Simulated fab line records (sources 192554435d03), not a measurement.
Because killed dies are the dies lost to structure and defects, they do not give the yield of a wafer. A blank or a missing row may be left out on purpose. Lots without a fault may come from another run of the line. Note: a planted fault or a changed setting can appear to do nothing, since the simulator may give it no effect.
A struck lot beside a sound one ; flow n5-finfet ; 39 out of 1938 route steps
Sound: wafers L690.2, L690.3, L690.5. Struck: wafer L702.6. (L702.1, L702.4 of the same lot were not struck and are left out.) The cause comes at the end.
For every step that has rows: the tool of each side, followed by ch and its chambers, followed by its first start. Under that, the readings that differ: sound wafers ; struck wafers ; difference of the means ; sigmas: that difference in standard deviations of wafers without a fault.
alike: a reading whose means differ by less than 2 such deviations, as well as words and numbers matching on both sides. not compared: withheld readings; readings where some wafer has no value; bounds like >300 that might hide an equal value; numbers whose values overlap and for which the record gives no deviation.
The two part at a step that has a row with sigmas, a row that says differs or no value, or rows on one side only. Non-overlapping numbers with no deviation appear without sigmas and do not part them. Lack of a reading on every wafer of one side parts them only where that side has two or more wafers.

first, 9 steps without rows for these wafers: N5_HKMG_FIN_DESCUM_17 (chemistry O2, time 7.9 s); N5_HKMG_FIN_ETCH_31 (etches SiARC in CF4, target depth 45.5 nm, time 75.8 s); N5_HKMG_FIN_ETCH_32 (etches SOC in N2/H2, target depth 240 nm, time 300 s); N5_HKMG_FIN_STRIP_33 (strips in N2/H2); N5_HKMG_FIN_STRIP_34 (strips in CF4); N5_HKMG_FIN_ETCH_35 (etches SOC in N2/H2, target depth 215.8 nm, time 243.4 s); N5_HKMG_FIN_STRIP_92 (strips SOC in N2/H2, time 20 s); N5_HKMG_FIN_WET_ETCH_18 (etches TiN in SC1, time 55 s, target depth 5.2 nm, rinse time 30 s); N5_HKMG_FIN_STRIP_19 (strips in N2/H2, time 360 s).
N5_HKMG_FIN_ALD_91: deposits TiN, target thk 1 nm, pulse time 1 s, purge time 3 s.
  sound on ald-metal-02 ch 0,1, day 4 18:29; struck on ald-metal-02 ch 1, day 7 18:32
reading;sound;struck;difference;sigmas
ald-cycles;47 47 47;52;+5;
  alike: heater-power-w, precursor-pulse-height-rel
then, 27 steps without rows for these wafers: N5_HKMG_FIN_COAT_85 (time 60 s, resist thk 300 nm); N5_HKMG_FIN_ETCH_86 (etches SOC in N2/H2, stops on TiN, target depth 393.2 nm); N5_HKMG_FIN_STRIP_89 (strips SOC in N2/H2, time 20 s); N5_HKMG_FIN_WET_ETCH_87 (etches TiN in SC1, time 154.2 s, target depth 4.7 nm, rinse time 30 s); N5_HKMG_FIN_STRIP_88 (strips in N2/H2, time 360 s); N5_HKMG_FIN_NWFM_ALD_20 (deposits TiAlC, target thk 2 nm, pulse time 3 s, purge time 2 s); N5_HKMG_FIN_ALD_71 (deposits TiN, target thk 1 nm, pulse time 1 s, purge time 3 s); N5_HKMG_FIN_COAT_66 (time 60 s, resist thk 300 nm); N5_HKMG_FIN_ETCH_67 (etches SOC in N2/H2, stops on TiN, target depth 388.9 nm); N5_HKMG_FIN_STRIP_90 (strips SOC in N2/H2, time 20 s); N5_HKMG_FIN_WET_ETCH_73 (etches the open film in SC1, time 42.3 s, target depth 1.3 nm, rinse time 30 s); N5_HKMG_FIN_ETCHBACK_68 (etches the open film in Cl2/Ar, stops on HfO2, target depth 0.5 nm); N5_HKMG_FIN_STRIP_69 (strips in N2/H2, time 360 s); N5_HKMG_FIN_ALD_21 (deposits TiN, target thk 1.5 nm, pulse time 1 s, purge time 3 s); N5_HKMG_FIN_ALD_72 (deposits W, target thk 2 nm, pulse time 1 s, purge time 2 s); N5_HKMG_FIN_W_FILL_22 (material W, target thk 60 nm, time 18.2 s); N5_HKMG_FIN_PRECLEAN_83 (cleans in DIW, time 57.5 s); N5_HKMG_FIN_SRD_84 (dry time 32 s); N5_HKMG_FIN_CMP_23 (polishes, stops on SiNx, t overpolish 10 s, target thk 46.326 nm); N5_HKMG_FIN_CMP_94 (polishes, stops on SiNx, t overpolish 4.7 s, target thk 43.299 nm); N5_GATE_CUT_ETCHBACK_00 (etches W in SF6/Cl2); N5_GATE_CUT_ETCH_56 (etches TiN in Cl2/Ar, target depth 21.6 nm); N5_GATE_CUT_ETCHBACK_30 (etches TiN in Cl2/Ar, target depth 3 nm); N5_GATE_CUT_VAPOR_ETCH_60 (etches HfO2 in BCl3/Cl2); N5_GATE_CUT_ETCH_58 (etches SiNx in CH3F/O2, target depth 17 nm, time 128.6 s); N5_GATE_CUT_STRIP_59 (strips in N2/H2, time 20 s); N5_GATE_CUT_PRECLEAN_31 (cleans in DIW, time 300 s).
-- the record jumps here: 3 days lie between the struck wafers' starts before and after (it left off in module GATE_CUT and takes up again in module BEOL_M4, whose first step shown is number 1111 of the route) --
N5_BEOL_M4_RC_MEAS_101:
  sound on prober-02 ch 0, day 8 01:28; struck on prober-01 ch 0, day 11 04:58
reading;sound;struck;difference;sigmas
IOFF_N_LIN (nA/um);0.056 0.071 0.065;0.043;-0.021;-2
IOFF_N_LONG (nA/um);5.53e-05 5.46e-05 5.47e-05;4.25e-05;-1.24e-05;-5
ION_N (uA/um);664 692 675;635;-42;-4
VT_N (mV);255 250 252;264;+12;+4
VT_N_LONG (mV);275.7 273.0 273.5;286.4;+12.3;+7
VT_N_LVT (mV);102.0 97.6 98.5;112.8;+13.4;+5
  alike: DIBL_N, DIBL_P, IOFF_N, IOFF_P, ION_P, SS_N, SS_P, VT_P
-- the record jumps here: 4 days lie between the struck wafers' starts before and after (it left off in module BEOL_M4 and takes up again in module PASSIVATION, whose first step shown is number 1936 of the route) --
N5_PASSIVATION_PROBE_49:
  only the struck wafers here have rows in the record (prober-02, day 15 11:33); the sound ones have none

## WHERE THEY PART
Earliest at N5_BEOL_M4_RC_MEAS_101; latest, in this record, at N5_PASSIVATION_PROBE_49.

WHY: what had been put in by the simulator
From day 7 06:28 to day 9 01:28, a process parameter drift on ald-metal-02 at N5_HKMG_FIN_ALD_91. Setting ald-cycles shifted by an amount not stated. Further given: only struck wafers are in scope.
